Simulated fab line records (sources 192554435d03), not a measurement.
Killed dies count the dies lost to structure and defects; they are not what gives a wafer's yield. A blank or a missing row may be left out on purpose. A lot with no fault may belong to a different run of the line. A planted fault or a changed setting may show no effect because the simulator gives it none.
A struck lot beside a sound one -- flow n5_finfet -- 37 out of 1938 route steps
Sound: wafers L705.1, L705.4, L705.6. Wafers L699.4, L699.5, L699.6 were the ones struck. Last of all comes the cause.
At each step with rows: each side's tool, then ch and its chambers, then its first start. Under that, the readings that differ: sound wafers -- struck wafers -- difference of the means -- sigmas: that difference in standard deviations of wafers without a fault.
alike: readings whose means differ by less than 2 such deviations, and words and numbers that are the same on both sides. not compared: withheld readings, readings that some wafer has no value for, bounds like >300 that may hide the same value, and numbers for which the record gives no deviation and whose values overlap.
Wherever a step has rows on one side only, a row that says differs or no value, or a row with sigmas, the two part there. Numbers that don't overlap but have no deviation are shown without sigmas and don't part them. A reading that every wafer of one side lacks parts them only if that side has two wafers or more.

first, 8 steps without rows for these wafers: N5_BEOL_M5_ANNEAL_51 (time 90 s); N5_BEOL_M5_CMP_52 (polishes, stops on SiCOH lowk, t overpolish 6.9 s, target thk 62 nm); N5_BEOL_M5_PRE_CLEAN_77 (time 15 s); N5_BEOL_M5_CO_CAP_78 (material Co, precursor CCTBA/H2, target thk 2 nm, time 102.1 s); N5_BEOL_M5_PRE_CLEAN_55 (time 15 s); N5_BEOL_M5_DEP_56 (deposits SiCN from 3MS/NH3, target thk 8 nm, time 14 s); N5_BEOL_M6_ILD_DEP_00 (deposits SiCOH lowk from DEMS/porogen, target thk 179.75 nm, time 33.4 s); N5_BEOL_M6_CURE_74 (cures SiCOH lowk, time 240 s).
N5_BEOL_M6_PECVD_70: deposits SiO2 from TEOS/O2, target thk 20 nm, time 22.7 s.
  sound on pecvd-04 ch 0,1,2, day 15 12:24; struck on pecvd-04 ch 0,1,2, day 13 18:08
  alike: heater_power_w, rf_fwd_power_W, showerhead_plenum_p_Torr, susceptor_temp_C, throttle_valve_pct
then, 25 steps without rows for these wafers: N5_BEOL_M6_HM_DEP_02 (deposits TiN, target thk 20 nm); N5_BEOL_M6_COAT_59 (time 60 s, resist thk 100 nm); N5_BEOL_M6_COAT_60 (time 60 s, resist thk 35 nm); N5_BEOL_M6_COAT_05 (resist thk 90 nm); N5_BEOL_M6_EBR_07; N5_BEOL_M6_SOFTBAKE_06 (time 60 s); N5_BEOL_M6_EXPOSE_08 (exposes mask M6); N5_BEOL_M6_PEB_09 (peb time 60 s); N5_BEOL_M6_DEVELOP_10 (develop time 30 s); N5_BEOL_M6_DESCUM_16 (chemistry O2, time 7.9 s); N5_BEOL_M6_ETCH_61 (etches SiARC in CF4, target depth 45.5 nm, time 75.8 s); N5_BEOL_M6_ETCH_62 (etches SOC in N2/H2, target depth 110 nm, overetch 22 nm, time 165 s); N5_BEOL_M6_STRIP_68 (strips in N2/H2); N5_BEOL_M6_STRIP_67 (strips in CF4); N5_BEOL_M6_HM_OPEN_17 (chemistry Cl2/BCl3, target TiN, target depth 20 nm, overetch 6 nm); N5_BEOL_M6_STRIP_19 (strips in O2); N5_BEOL_M6_COAT_63 (time 60 s, resist thk 60 nm); N5_BEOL_M6_COAT_64 (time 60 s, resist thk 12 nm); N5_BEOL_M6_COAT_71 (time 60 s, resist thk 5 nm); N5_BEOL_M6_COAT_22 (resist thk 30 nm); N5_BEOL_M6_EBR_24; N5_BEOL_M6_SOFTBAKE_23 (time 60 s); N5_BEOL_M6_EXPOSE_25 (exposes mask V5, target cd 40 nm); N5_BEOL_M6_PEB_26 (peb time 60 s); N5_BEOL_M6_DEVELOP_27 (develop time 30 s).
N5_BEOL_M6_HM_STRIP_39: strips TiN in peroxide tin strip, target depth 25 nm, time 158 s.
  sound on wet_bench-02 ch 0,4,5, day 15 17:58; struck on wet_bench-04 ch 0,4,6, day 13 22:29
reading,sound,struck,difference,sigmas
model.SiO2_of_BEOL_M6_PECVD_70.thk_nm (nm),19.4 19.8 19.8,39.6 40.4 40.4,+20.5,
N5_BEOL_M6_CMP_52: polishes, stops on SiCOH lowk, t overpolish 6.9 s, target thk 80 nm.
  sound on cmp-04 ch 1,3, day 15 20:26; struck on cmp-02 ch 1,2, day 14 01:01
reading,sound,struck,difference,sigmas
barrier_field_endpoint_s (s),27.5 28.7 28.3,46.6 46.6 46.6,+18.4,+25
overpolish_run_s (s),6.901 6.881 6.902,0.039 0.043 0.044,-6.853,-99 or more
  alike: motor_current_A, time_to_endpoint_s
-- record jumps: 4 days separate the struck wafers' starts on either side; left off in module BEOL_M6, taken up again in module PASSIVATION, whose first shown step is the route's number 1936 --
N5_PASSIVATION_PROBE_49:
  only the struck wafers here have rows in the record (prober-02, day 17 13:38); the sound ones have none

## WHERE THEY PART
Earliest at N5_BEOL_M6_CMP_52; latest, in this record, at N5_PASSIVATION_PROBE_49.

WHY: whatever the simulator had introduced
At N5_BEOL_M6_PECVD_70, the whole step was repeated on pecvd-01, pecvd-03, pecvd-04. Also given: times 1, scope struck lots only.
